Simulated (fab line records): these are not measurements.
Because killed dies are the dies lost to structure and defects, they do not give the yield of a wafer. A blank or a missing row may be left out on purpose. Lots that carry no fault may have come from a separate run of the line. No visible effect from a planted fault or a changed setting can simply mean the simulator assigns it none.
fab line records	flow n5-finfet
[record] lots = 6	wafers = 18	last-day = 20
route steps=1938 shown BEOL_M6@1208 PASSIVATION@1936
lots untouched by any fault: they come from a run of this same line in which no faults occurred
start-h: hours from the record's opening day to when the first of the lot's shown wafers began	wait-h: hours from the lot's prior step to this one	" same as the row above	L1.1+2: one row covering several wafers at once	- no value, or no start given	* or withheld: withheld	< > ~ a bound
route shown NAME@n: a module of which the file shows steps, and the number in the route of the first	usual: mean/standard deviation taken from wafers without a fault	same: alike in all rows	chamber/n: place in a boat	sites: readings site by site	_std_site: how widely they spread, as a standard deviation	_edge_site: mean of outer sites minus mean of inner sites	radius-mm: for every site, how far away it sits from the centre of the wafer	mask NAME#n: copy n	behind: the last tool/chamber to shape the wafer	hold: reason for holding the lot/hours on hold/outcome of the hold	device: which transistor (n, p or np) failed to switch	end of line: the tests these same wafers got at the end of their route	a step given without rows: its recipe and nothing more	killed: the dies lost at the first sort to structure and to defects; this is not the yield of the wafer	map: per-die view of a wafer (x killed, . not killed, _ where there is no die)
set.NAME: the setting as run; set.NAME@STEP: as run at that earlier step	model.NAME: the simulator's own value behind a step, which no gauge read
a table for each step, a row for each wafer; lots at some steps of the route
services: the hour from which a tool's chamber was out of use, counted from the record's first day as start-h (under 0 if before that day), plus the number of hours and why
[[steps]]
[step N5_BEOL_M6_OVL_MEAS_12]
[recipe] points-per-wafer = 44
[usual] M6_OVL = -0.2/0.76
lot.wafer	tool	chamber	start-h	wait-h	M6_OVL[nm]
L326.2	overlay-01	0	245.76	0.0	-0.3
L326.4	"	0	"	"	-0.3
L326.5	"	0	"	"	-0.4
L330.1	overlay-01	0	291.87	0.0	0.7
L330.5	"	0	"	"	0.2
L330.6	"	0	"	"	0.5
L340.1	overlay-01	0	335.86	0.0	-1.1
L340.3	"	0	"	"	-1.3
L340.5	"	0	"	"	-1.3
L341.1	overlay-01	0	359.90	0.0	0.8
L341.3	"	0	"	"	0.6
L341.6	"	0	"	"	0.9
L343.2	overlay-01	0	375.94	4.4	-1.2
L343.3	"	0	"	"	-1.1
L343.5	"	0	"	"	-0.8
L347.1	overlay-01	0	388.82	0.0	0.1
L347.5	"	0	"	"	-1.3
L347.6	"	0	"	"	-0.5
[step N5_BEOL_M6_INSPECT_13]
[recipe] mode = adi	inspect-instrument = brightfield
[usual] raw-defect-count = 416/100
lot.wafer	tool	chamber	start-h	wait-h	raw-defect-count
L326.2	defect-inspect-01	-	245.79	0.0	504
L326.4	"	-	"	"	410
L326.5	"	-	"	"	459
L330.1	defect-inspect-02	-	291.90	0.0	523
L330.5	"	-	"	"	420
L330.6	"	-	"	"	267
L340.1	defect-inspect-02	-	335.88	0.0	333
L340.3	"	-	"	"	556
L340.5	"	-	"	"	387
L341.1	defect-inspect-01	-	359.93	0.0	384
L341.3	"	-	"	"	469
L341.6	"	-	"	"	547
L343.2	defect-inspect-02	-	375.96	0.0	316
L343.3	"	-	"	"	292
L343.5	"	-	"	"	442
L347.1	defect-inspect-01	-	388.84	0.0	482
L347.5	"	-	"	"	553
L347.6	"	-	"	"	462
[step N5_BEOL_M6_DESCUM_16]
[recipe] chemistry = O2	time-s = 7.9	source-power-w = 50	bias-power-w = 20	pressure-mtorr = 20	rf-frequency-hz = 2.712e+07	temp-c = 40	resist = CAR-ArF	o2-flow-sccm = 225
[usual] drypump-motor-current-A = 5.6/0.52	oes-product-au = 0.80/0.084	rf-vpp-V = 242.9/1.1	showerhead-plenum-p-Torr = 2.08/0.064	throttle-valve-pct = 20.18/0.19
lot.wafer	tool	chamber	start-h	wait-h	drypump-motor-current-A	oes-product-au	rf-hours-counter-h	rf-vpp-V	showerhead-plenum-p-Torr	throttle-valve-pct
L326.2	rie-diel-05	1	246.33	0.5	6.4	0.85	53	243.2	2.03	19.96
L326.4	"	0	"	"	5.2	0.79	119	243.5	2.09	20.24
L326.5	"	2	"	"	5.4	0.76	-	243.2	2.08	19.98
L330.1	rie-diel-01	0	291.93	0.0	5.5	0.70	231	242.3	2.08	20.59
L330.5	"	3	"	"	5.6	0.80	-	241.9	2.03	20.09
L330.6	"	0	"	"	5.5	0.69	-	242.3	2.08	20.58
L340.1	rie-diel-04	2	335.92	0.0	4.9	0.70	202	243.4	2.06	19.98
L340.3	"	1	"	"	6.3	0.80	91	244.5	2.09	20.35
L340.5	"	2	"	"	4.9	0.70	-	241.8	2.06	19.99
L341.1	rie-diel-01	1	360.02	0.1	5.1	0.68	230	243.8	2.16	20.52
L341.3	"	3	"	"	5.6	0.77	127	242.6	2.02	20.12
L341.6	"	2	"	"	5.2	0.85	-	245.3	2.24	20.14
L343.2	rie-diel-01	1	376.00	0.0	5.0	0.67	236	244.2	2.16	20.52
L343.3	"	2	"	"	5.2	0.84	46	246.2	2.24	20.15
L343.5	"	2	"	"	5.2	0.83	-	244.3	2.24	20.15
L347.1	rie-diel-04	2	388.87	0.0	4.9	0.68	217	241.4	2.05	20.00
L347.5	"	1	"	"	6.4	0.79	-	243.9	2.08	20.39
L347.6	"	2	"	"	4.9	0.68	-	243.7	2.05	19.99
[step N5_BEOL_M6_ETCH_61]
[recipe] chemistry = CF4	target = SiARC	target-depth-a = 455	mask-material = CAR-ArF	time-s = 75.8	ion-energy-ev = 80	pressure-mtorr = 40	source-w = 545	bias-w = 36	Ar_flow_sccm = 100	cf4-flow-sccm = 100	ends = cleared
[step N5_BEOL_M6_ETCH_62]
[recipe] chemistry = N2/H2	target = SOC	target-depth-a = 1100	overetch-a = 220	mask-material = SiARC	temp-c = 40	time-s = 165	ion-energy-ev = 200	pressure-mtorr = 30	source-w = 840	bias-w = 150	n2-flow-sccm = 200	h2-flow-sccm = 200
[step N5_BEOL_M6_STRIP_68]
[recipe] chemistry = N2/H2	temp-c = 40	n2-flow-sccm = 200	h2-flow-sccm = 200	rf-frequency-hz = 6e+07
[step N5_BEOL_M6_STRIP_67]
[recipe] chemistry = CF4	resist = SiARC	power-w = 300	bias-power-w = 75	pressure-mtorr = 50	cf4-flow-sccm = 150	rf-frequency-hz = 6e+07
[usual] drypump-motor-current-A = 5.6/0.52	oes-product-au = 0.80/0.082	rf-vpp-V = 271.0/1.3	showerhead-plenum-p-Torr = 1.79/0.042	throttle-valve-pct = 13.40/0.19
lot.wafer	tool	chamber	start-h	wait-h	drypump-motor-current-A	oes-product-au	rf-hours-counter-h	rf-vpp-V	showerhead-plenum-p-Torr	throttle-valve-pct
L326.2	rie-diel-05	1	246.57	0.0	6.4	0.85	53	270.4	1.76	13.23
L326.4	"	0	"	"	5.3	0.77	119	273.2	1.82	13.58
L326.5	"	2	"	"	5.4	0.75	-	271.3	1.79	13.33
L330.1	rie-diel-01	0	292.17	0.0	5.5	0.69	231	270.3	1.77	13.76
L330.5	"	3	"	"	5.7	0.80	-	269.1	1.75	13.37
L330.6	"	0	"	"	5.5	0.69	-	272.0	1.77	13.76
L340.1	rie-diel-04	2	336.15	0.0	4.9	0.71	202	272.1	1.76	13.32
L340.3	"	1	"	"	6.4	0.80	92	270.5	1.80	13.58
L340.5	"	2	"	"	4.9	0.71	-	271.7	1.76	13.32
L341.1	rie-diel-01	1	360.26	0.0	5.1	0.70	230	271.0	1.82	13.60
L341.3	"	3	"	"	5.6	0.79	127	269.2	1.74	13.42
L341.6	"	2	"	"	5.2	0.87	-	273.3	1.90	13.13
L343.2	rie-diel-01	1	376.23	0.0	5.0	0.69	236	271.3	1.82	13.63
L343.3	"	2	"	"	5.2	0.86	46	273.9	1.90	13.15
L343.5	"	2	"	"	5.2	0.85	-	274.0	1.90	13.14
L347.1	rie-diel-04	2	389.11	0.0	4.9	0.70	217	271.9	1.76	13.34
L347.5	"	1	"	"	6.3	0.80	-	270.5	1.79	13.63
L347.6	"	2	"	"	4.9	0.70	-	270.8	1.76	13.35
[step N5_BEOL_M6_HM_OPEN_17]
[recipe] chemistry = Cl2/BCl3	target-depth-a = 200	overetch-a = 60	target = TiN	mask-material = SOC	ion-energy-ev = 150	pressure-mtorr = 10	icp-w = 1000	bias-w = 126	Cl2_flow_sccm = 53.25	bcl3-flow-sccm = 21.75	Ar_flow_sccm = 25
[usual] drypump-motor-current-A = 5.6/0.38	oes-product-au = 0.67/0.059	throttle-valve-pct = 22.02/0.22
lot.wafer	tool	chamber	start-h	wait-h	drypump-motor-current-A	oes-product-au	rf-hours-counter-h	throttle-valve-pct
L326.2	rie-metal-03	1	246.62	0.0	5.6	0.64	64	22.12
L326.4	"	0	"	"	5.7	0.66	-	21.84
L326.5	"	1	"	"	5.6	0.64	-	22.13
L330.1	rie-metal-03	0	292.21	0.0	5.8	0.64	49	21.87
L330.5	"	1	"	"	5.7	0.62	-	22.15
L330.6	"	0	"	"	5.7	0.65	-	21.83
L340.1	rie-metal-02	1	336.20	0.0	6.0	0.75	10	22.30
L340.3	"	0	"	"	6.2	0.59	-	22.63
L340.5	"	0	"	"	6.2	0.58	-	22.65
L341.1	rie-metal-01	1	360.30	0.0	5.9	0.75	14	21.78
L341.3	"	0	"	"	5.0	0.63	-	22.08
L341.6	"	0	"	"	5.0	0.62	-	22.10
L343.2	rie-metal-01	0	376.27	0.0	5.0	0.64	53	22.10
L343.3	"	0	"	"	5.0	0.63	-	22.09
L343.5	"	1	"	"	5.9	0.73	-	21.80
L347.1	rie-metal-01	0	389.15	0.0	5.0	0.63	54	22.10
L347.5	"	1	"	"	5.9	0.75	-	21.76
L347.6	"	0	"	"	5.0	0.63	-	22.11
[step N5_BEOL_M6_STRIP_19]
[recipe] chemistry = O2	power-w = 400	temp-c = 40	pressure-mtorr = 30	rf-frequency-hz = 6e+07	bias-power-w = 0	overash-fraction = 0.2	o2-flow-sccm = 225
[usual] drypump-motor-current-A = 5.6/0.55	oes-product-au = 0.79/0.08	rf-vpp-V = 3.7/0.61	showerhead-plenum-p-Torr = 2.08/0.057	throttle-valve-pct = 16.43/0.17
lot.wafer	tool	chamber	start-h	wait-h	drypump-motor-current-A	oes-product-au	rf-hours-counter-h	rf-vpp-V	showerhead-plenum-p-Torr	throttle-valve-pct
L326.2	rie-diel-05	3	246.73	0.1	5.3	0.90	36	3.2	2.04	16.37
L326.4	"	0	"	"	5.2	0.78	119	4.0	2.10	16.52
L326.5	"	2	"	"	5.4	0.74	-	3.4	2.08	16.33
L330.1	rie-diel-05	1	292.32	0.1	6.4	0.83	70	4.7	2.02	16.26
L330.5	"	2	"	"	5.4	0.73	-	3.3	2.08	16.33
L330.6	"	3	"	"	5.2	0.87	-	4.0	2.04	16.41
L340.1	rie-diel-01	1	336.31	0.1	5.1	0.70	220	4.8	2.17	16.77
L340.3	"	2	"	"	5.2	0.87	30	3.7	2.25	16.29
L340.5	"	0	"	"	5.5	0.68	-	3.8	2.08	16.90
L341.1	rie-diel-04	3	360.41	0.1	6.6	0.91	14	3.4	2.16	16.33
L341.3	"	0	"	"	5.7	0.89	35	2.9	2.05	16.26
L341.6	"	1	"	"	6.3	0.78	-	3.2	2.09	16.64
L343.2	rie-diel-05	3	376.48	0.2	5.2	0.83	81	4.6	2.03	16.45
L343.3	"	2	"	"	5.4	0.71	202	3.2	2.07	16.38
L343.5	"	1	"	"	6.4	0.79	-	3.4	2.01	16.30
L347.1	rie-diel-05	1	389.26	0.1	6.4	0.79	103	3.7	2.01	16.31
L347.5	"	1	"	"	6.4	0.80	-	2.8	2.01	16.32
L347.6	"	2	"	"	5.4	0.72	-	4.3	2.07	16.40
[step N5_BEOL_M6_CD_MEAS_18]
[recipe] pitch-nm = 80	target-cd-nm = 40
[usual] cd-nm = 40.1/0.92
lot.wafer	tool	chamber	start-h	wait-h	cd-nm
L326.2	cd-sem-03	-	246.80	0.1	38.8
L326.4	"	-	"	"	39.1
L326.5	"	-	"	"	39.0
L330.1	cd-sem-03	-	292.39	0.0	40.5
L330.5	"	-	"	"	39.8
L330.6	"	-	"	"	40.1
L340.1	cd-sem-01	-	336.38	0.0	39.8
L340.3	"	-	"	"	40.7
L340.5	"	-	"	"	39.3
L341.1	cd-sem-01	-	360.48	0.0	39.7
L341.3	"	-	"	"	39.7
L341.6	"	-	"	"	40.2
L343.2	cd-sem-02	-	376.55	0.1	39.2
L343.3	"	-	"	"	39.4
L343.5	"	-	"	"	39.4
L347.1	cd-sem-03	-	389.33	0.0	39.4
L347.5	"	-	"	"	38.6
L347.6	"	-	"	"	38.9
[step N5_BEOL_M6_COAT_63]
[recipe] resist = SOC	temp-c = 250	time-s = 60	spin-rpm = 1500	resist-thk-nm = 60
[step N5_BEOL_M6_COAT_64]
[recipe] resist = SiARC	temp-c = 220	time-s = 60	spin-rpm = 1500	resist-thk-nm = 12
[step N5_BEOL_M6_COAT_71]
[recipe] resist = underlayer	temp-c = 205	time-s = 60	spin-rpm = 1500	resist-thk-nm = 5
[usual] chill-plate-temp-C = 23.01/0.097	exhaust-pa = 44.7/0.93	spin-speed-rpm = 1499.9/0.93
lot.wafer	tool	chamber	start-h	wait-h	chill-plate-temp-C	exhaust-pa	spin-speed-rpm
L326.2	litho-track-04	0	248.29	-	23.18	45.3	1500.2
L326.4	"	0	"	"	22.92	45.6	1499.0
L326.5	"	0	"	"	22.87	44.2	1500.4
L330.1	litho-track-01	0	292.64	-	22.92	44.0	1499.4
L330.5	"	0	"	"	23.08	43.4	1501.3
L330.6	"	0	"	"	23.20	44.3	1500.4
L340.1	litho-track-05	0	336.54	-	22.95	45.0	1499.8
L340.3	"	0	"	"	23.07	46.0	1498.7
L340.5	"	0	"	"	22.80	45.5	1501.0
L341.1	litho-track-04	0	362.38	-	23.04	44.6	1413.5
L341.3	"	0	"	"	22.97	44.0	1413.5
L341.6	"	0	"	"	22.96	45.0	1413.3
L343.2	litho-track-04	0	379.85	-	23.13	44.3	1415.2
L343.3	"	0	"	"	22.94	44.9	1414.8
L343.5	"	0	"	"	23.07	45.7	1415.0
L347.1	litho-track-01	0	389.67	-	22.99	43.8	1502.3
L347.5	"	0	"	"	23.07	43.7	1501.1
L347.6	"	0	"	"	23.08	44.5	1500.6
[step N5_BEOL_M6_COAT_22]
[recipe] resist = CAR-EUV	spin-rpm = 1500	resist-thk-nm = 30
[step N5_BEOL_M6_EBR_24]
[recipe] solvent = PGMEA	ebr-width-mm = 1.5
[step N5_BEOL_M6_SOFTBAKE_23]
[recipe] temp-c = 110	time-s = 60	resist = CAR-EUV
[step N5_BEOL_M6_EXPOSE_25]
[recipe] mask-id = V5	na = 0.33	source-shape = annular	sigma-inner = 0.4	sigma-outer = 0.8	polarization = unpolarized	target-cd-nm = 40	dose-mj = 45
[step N5_BEOL_M6_PEB_26]
[recipe] peb-temp-c = 100	peb-time-s = 60	resist = CAR-EUV
[step N5_BEOL_M6_DEVELOP_27]
[recipe] develop-time-s = 30	developer = TMAH	resist = CAR-EUV	rinse-liquid = surfactant-rinse	dry = air-spin	dev-temp-c = 23
[step N5_BEOL_M6_CD_MEAS_28]
[recipe] target-cd-nm = 40	landing-energy-ev = 500	detector = se-inlens
[usual] cd-nm = 40.04/0.25
lot.wafer	tool	chamber	start-h	wait-h	cd-nm
L326.2	cd-sem-03	0	248.73	-	40.37
L326.4	"	0	"	"	39.56
L326.5	"	0	"	"	39.61
L330.1	cd-sem-01	0	293.03	-	40.17
L330.5	"	0	"	"	40.06
L330.6	"	0	"	"	40.10
L340.1	cd-sem-01	0	336.81	-	40.22
L340.3	"	0	"	"	39.22
L340.5	"	0	"	"	40.05
L341.1	cd-sem-03	0	362.65	-	40.14
L341.3	"	0	"	"	40.14
L341.6	"	0	"	"	39.88
L343.2	cd-sem-01	0	380.11	-	40.05
L343.3	"	0	"	"	39.91
L343.5	"	0	"	"	40.18
L347.1	cd-sem-02	0	389.94	-	40.19
L347.5	"	0	"	"	39.85
L347.6	"	0	"	"	40.38
[step N5_BEOL_M6_OVL_MEAS_29]
[recipe] points-per-wafer = 522
[usual] V5_OVL = -0.7/0.63
lot.wafer	tool	chamber	start-h	wait-h	V5_OVL[nm]
L326.2	overlay-01	0	248.76	0.0	-0.7
L326.4	"	0	"	"	-1.2
L326.5	"	0	"	"	-0.7
L330.1	overlay-01	0	293.06	0.0	0.0
L330.5	"	0	"	"	-0.2
L330.6	"	0	"	"	-1.8
L340.1	overlay-01	0	336.84	0.0	-1.1
L340.3	"	0	"	"	-0.3
L340.5	"	0	"	"	-0.3
L341.1	overlay-01	0	362.68	0.0	-0.8
L341.3	"	0	"	"	-0.8
L341.6	"	0	"	"	-1.0
L343.2	overlay-01	0	380.15	0.0	-1.3
L343.3	"	0	"	"	-0.4
L343.5	"	0	"	"	-1.2
L347.1	overlay-01	0	389.97	0.0	-0.6
L347.5	"	0	"	"	-0.7
L347.6	"	0	"	"	-0.9
[step N5_BEOL_M6_INSPECT_30]
[recipe] mode = adi	inspect-instrument = brightfield
[usual] raw-defect-count = 421/110
lot.wafer	tool	chamber	start-h	wait-h	raw-defect-count
L326.2	defect-inspect-01	-	248.81	0.0	501
L326.4	"	-	"	"	420
L326.5	"	-	"	"	457
L330.1	defect-inspect-02	-	293.12	0.1	535
L330.5	"	-	"	"	408
L330.6	"	-	"	"	282
L340.1	defect-inspect-01	-	336.90	0.1	303
L340.3	"	-	"	"	488
L340.5	"	-	"	"	359
L341.1	defect-inspect-02	-	362.74	0.1	407
L341.3	"	-	"	"	497
L341.6	"	-	"	"	574
L343.2	defect-inspect-01	-	380.20	0.0	275
L343.3	"	-	"	"	278
L343.5	"	-	"	"	412
L347.1	defect-inspect-02	-	390.03	0.1	529
L347.5	"	-	"	"	563
L347.6	"	-	"	"	504
[step N5_BEOL_M6_DESCUM_33]
[recipe] chemistry = O2	time-s = 7	source-power-w = 50	bias-power-w = 20	pressure-mtorr = 20	rf-frequency-hz = 2.712e+07	temp-c = 40	resist = CAR-EUV	o2-flow-sccm = 225
[step N5_BEOL_M6_ETCH_72]
[recipe] chemistry = N2/H2	target = underlayer	target-depth-a = 65	mask-material = CAR-EUV	time-s = 5.2	ion-energy-ev = 200	pressure-mtorr = 30	source-w = 840	bias-w = 150	n2-flow-sccm = 200	h2-flow-sccm = 200	ends = cleared
[usual] drypump-motor-current-A = 5.7/0.56	etch-rf-on-time-s = 5.28/0.17	h2-flow-sccm = 200.0/0.53	oes-product-au = 0.68/0.067	rf-vpp-V = 523.8/2.1	showerhead-plenum-p-Torr = 2.53/0.066	throttle-valve-pct = 17.61/0.24
lot.wafer	tool	chamber	start-h	wait-h	drypump-motor-current-A	etch-rf-on-time-s	h2-flow-sccm	oes-product-au	rf-hours-counter-h	rf-vpp-V	showerhead-plenum-p-Torr	throttle-valve-pct	model.etch.depth-nm
L326.2	rie-diel-05	0	249.30	0.0	5.2	5.30	199.3	0.65	120	525.0	2.55	17.63	4.999
L326.4	"	2	"	"	5.4	4.99	200.0	0.65	159	525.1	2.53	17.50	5.005
L326.5	"	0	"	"	5.2	5.26	200.7	0.67	-	525.6	2.55	17.64	4.987
L330.1	rie-diel-05	2	293.34	0.0	5.4	5.06	200.0	0.63	174	523.3	2.52	17.51	5.003
L330.5	"	2	"	"	5.4	5.13	201.1	0.63	-	521.7	2.52	17.50	5.022
L330.6	"	1	"	"	6.4	5.48	200.4	0.68	-	522.3	2.48	17.50	4.991
L340.1	rie-diel-04	0	336.96	0.0	5.8	5.18	200.3	0.78	26	524.5	2.46	17.25	5.005
L340.3	"	1	"	"	6.4	5.18	199.0	0.67	92	525.7	2.58	18.04	4.99
L340.5	"	3	"	"	6.5	5.01	199.6	0.81	-	525.9	2.59	17.37	5.003
L341.1	rie-diel-05	0	362.81	0.0	5.3	5.58	200.8	0.62	161	526.7	2.53	17.71	5.203
L341.3	"	1	"	"	6.4	5.67	200.0	0.66	95	521.7	2.47	17.55	5.186
L341.6	"	2	"	"	5.4	5.26	199.7	0.61	-	522.9	2.51	17.55	5.193
L343.2	rie-diel-04	3	380.27	0.0	6.6	5.19	199.8	0.76	22	524.3	2.58	17.42	5.167
L343.3	"	1	"	"	6.5	5.34	199.9	0.67	107	525.2	2.58	18.09	5.164
L343.5	"	2	"	"	4.9	5.77	200.1	0.58	-	522.8	2.52	17.59	5.173
L347.1	rie-diel-05	0	390.27	0.0	5.3	5.38	200.1	0.62	169	523.9	2.53	17.74	5.026
L347.5	"	3	"	"	5.3	5.32	199.3	0.72	-	520.9	2.46	17.73	5.023
L347.6	"	2	"	"	5.4	5.04	199.2	0.61	-	523.3	2.51	17.58	5.02
[step N5_BEOL_M6_ETCH_65]
[recipe] chemistry = CF4	target = SiARC	target-depth-a = 156	mask-material = CAR-EUV	time-s = 26	ion-energy-ev = 80	pressure-mtorr = 40	source-w = 545	bias-w = 36	Ar_flow_sccm = 100	cf4-flow-sccm = 100	ends = cleared
[usual] drypump-motor-current-A = 5.7/0.56	etch-rf-on-time-s = 26.3/0.78	oes-product-au = 0.68/0.067	rf-vpp-V = 184.0/0.98	showerhead-plenum-p-Torr = 2.14/0.048	throttle-valve-pct = 15.42/0.16
lot.wafer	tool	chamber	start-h	wait-h	drypump-motor-current-A	etch-rf-on-time-s	oes-product-au	rf-hours-counter-h	rf-vpp-V	showerhead-plenum-p-Torr	throttle-valve-pct
L326.2	rie-diel-05	0	249.31	0.0	5.3	26.6	0.65	120	184.7	2.16	15.58
L326.4	"	2	"	"	5.4	25.4	0.64	159	185.1	2.15	15.36
L326.5	"	0	"	"	5.3	26.7	0.65	-	185.3	2.16	15.60
L330.1	rie-diel-05	2	293.36	0.0	5.4	25.8	0.63	175	183.8	2.15	15.41
L330.5	"	2	"	"	5.4	26.0	0.63	-	182.5	2.15	15.42
L330.6	"	1	"	"	6.4	27.4	0.69	-	182.3	2.10	15.33
L340.1	rie-diel-04	0	336.98	0.0	5.8	26.1	0.76	26	183.0	2.11	15.24
L340.3	"	1	"	"	6.4	25.7	0.69	92	183.2	2.16	15.65
L340.5	"	3	"	"	6.6	24.8	0.81	-	185.5	2.18	15.14
L341.1	rie-diel-05	0	362.83	0.0	5.3	27.0	0.62	161	184.2	2.15	15.67
L341.3	"	1	"	"	6.4	27.3	0.66	95	183.0	2.09	15.38
L341.6	"	2	"	"	5.4	25.8	0.62	-	183.4	2.14	15.46
L343.2	rie-diel-04	3	380.29	0.0	6.5	25.4	0.77	22	186.0	2.18	15.18
L343.3	"	1	"	"	6.3	26.1	0.68	107	185.4	2.15	15.68
L343.5	"	2	"	"	4.9	28.0	0.57	-	184.5	2.12	15.36
L347.1	rie-diel-05	0	390.29	0.0	5.2	26.6	0.62	169	184.7	2.15	15.67
L347.5	"	3	"	"	5.2	27.0	0.70	-	183.4	2.09	15.48
L347.6	"	2	"	"	5.4	25.4	0.62	-	182.7	2.14	15.47
[step N5_PASSIVATION_PROBE_49]
[usual] defect-limited-yield = 91.4/1.4	killed_at_M0_to_M3 = 34/9.1	killed_at_M4_up = 14/5.2	killed-at-contacts = 12/6.4	killed-at-front-end = 38/11	killed-at-other = 3.7/2.8	killed-dies = 102/17	killed-open = 68/13	killed-short = 32/7.8	sort_bin_4_leakage = 0.05/0.3	sort_bin_5_function = 5.1/1	sort_bin_6_memory = 3.2/0.66	sort_bin_8_speed = 0.1/0.92	sort-n-pass = 1076/19	sort-yield-pct = 91.2/1.6
[same] gross-dies = 1180	killed-at-back-side = 0
lot.wafer	tool	chamber	start-h	wait-h	defect-limited-yield[%]	killed_at_M0_to_M3	killed_at_M4_up	killed-at-contacts	killed-at-front-end	killed-at-other	killed-dies	killed-open	killed-short	sort_bin_4_leakage[%]	sort_bin_5_function[%]	sort_bin_6_memory[%]	sort_bin_8_speed[%]	sort-n-pass	sort-yield-pct[%]
L330.1	prober-01	-	387.55	0.0	91.6	46	17	3	32	1	99	66	25	0	4.2	3.9	0	1081	91.6
L330.5	prober-01	-	387.75	0.2	91.7	29	13	6	47	3	98	60	35	0	5.4	2.5	2.1	1057	89.6
L330.6	prober-01	-	387.80	0.3	92.3	33	9	4	42	3	91	51	40	0	5.1	2.5	0	1089	92.3
L347.1	prober-02	-	478.26	0.0	90.7	39	15	13	42	1	110	80	28	0	6.1	3.1	0	1070	90.7
L347.5	prober-02	-	478.46	0.2	89.7	48	12	22	32	7	121	85	36	0	5.8	4.2	0	1059	89.7
L347.6	prober-02	-	478.51	0.3	91.9	28	17	9	28	13	95	69	24	0	5.1	3.0	0	1085	91.9
// killed by level:class
L330.1 BEOL_M1:geometric-particle:open=14 STI_FIN_REVEAL:geometric-particle:open=11 BEOL_M3:geometric-particle:open=9 BEOL_M2:geometric-particle:open=7 BEOL_M4:geometric-particle:open=7 FIN_SAQP:geometric-particle:short=4 DUMMY_GATE:geometric-particle:open=4 BEOL_M2:geometric-particle:short=3
L330.5 STI_FIN_REVEAL:geometric-particle:open=14 FIN_SAQP:geometric-particle:short=12 BEOL_M2:geometric-particle:open=12 GATE_CUT:geometric-particle:short=5 BEOL_M0_SAQP:geometric-particle:short=5 BEOL_M1:geometric-particle:open=5 MOL_CONTACT_COAG:geometric-particle:open=4 BEOL_M3:geometric-particle:open=4
L330.6 FIN_SAQP:geometric-particle:open=10 FIN_SAQP:geometric-particle:short=8 STI_FIN_REVEAL:geometric-particle:open=8 GATE_CUT:geometric-particle:open=6 BEOL_M2:geometric-particle:open=6 BEOL_M4:geometric-particle:open=6 BEOL_M3:geometric-particle:short=5 BEOL_M1:geometric-particle:open=4
L347.1 STI_FIN_REVEAL:geometric-particle:open=17 MOL_CONTACT_COAG:geometric-particle:open=11 BEOL_M0_SAQP:geometric-particle:open=10 BEOL_M4:geometric-particle:open=8 BEOL_M2:geometric-particle:open=7 BEOL_M0_SAQP:geometric-particle:short=6 BEOL_M3:geometric-particle:open=6 FIN_SAQP:geometric-particle:open=5
L347.5 MOL_CONTACT_COAG:geometric-particle:open=18 STI_FIN_REVEAL:geometric-particle:open=12 BEOL_M0_SAQP:geometric-particle:open=12 BEOL_M0_SAQP:geometric-particle:short=11 BEOL_M2:geometric-particle:open=10 BEOL_M1:geometric-particle:open=8 BEOL_M4:geometric-particle:open=5 MOL_CONTACT_COAG:geometric-particle:short=4
L347.6 BEOL_M2:geometric-particle:open=12 STI_FIN_REVEAL:geometric-particle:open=10 MOL_CONTACT_COAG:geometric-particle:open=8 BEOL_M4:geometric-particle:open=6 MIM_TOP_ETCH:geometric-particle:open=5 FIN_SAQP:geometric-particle:open=4 BEOL_M0_SAQP:geometric-particle:short=4 BEOL_M3:geometric-particle:open=4
[[services]]
tool	chamber	start-h	hours	kind
rie-diel-01	3	226.33	4.3	repair
rie-metal-02	-	229.43	0.2	repair
rie-diel-05	1	232.14	1.4	repair
rie-diel-01	2	238.47	-	clean
rie-diel-01	2	238.47	-	consumable-replace:focus-ring
rie-diel-01	2	238.47	-	consumable-replace:showerhead
rie-diel-01	2	238.47	17.9	scheduled-down
rie-diel-01	2	238.47	17.9	vent-cycle
rie-metal-03	-	249.34	0.5	repair
rie-diel-04	0	249.99	-	clean
rie-diel-04	0	249.99	-	consumable-replace:focus-ring
rie-diel-04	0	249.99	21.8	scheduled-down
rie-diel-04	0	249.99	21.8	vent-cycle
rie-metal-02	0	280.06	1.3	repair
rie-diel-04	3	304.27	-	clean
rie-diel-04	3	304.27	-	consumable-replace:focus-ring
rie-diel-04	3	304.27	19.4	scheduled-down
rie-diel-04	3	304.27	19.4	vent-cycle
rie-metal-03	-	319.56	0.5	repair
rie-metal-02	-	338.13	0.9	repair
rie-diel-01	0	346.66	-	clean
rie-diel-01	0	346.66	-	consumable-replace:focus-ring
rie-diel-01	0	346.66	20.2	scheduled-down
rie-diel-04	2	364.60	12.6	repair
[[key]]
[first-sign] step = N5_BEOL_M6_COAT_71	reading = spin-speed-rpm	direction = down	sigmas = 92	usual = *	struck = *
effect none on later readings
[model-effect] step = N5_BEOL_M6_ETCH_72	value = etch.depth-nm	without = 5.031	struck = 5.181
met-at N5_BEOL_M6_COAT_71
struck-wafers L341.1,L341.3,L341.6,L343.2,L343.3,L343.5
onset-between 248.29 362.38
[fault] kind = process-parameter-drift	tool = litho-track-04	chamber = -	onset-h = 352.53	steps = N5_BEOL_M6_COAT_71	channel = spin-rpm	offset = *	shape = step	end-h = 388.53	acts-in = *	stated = *
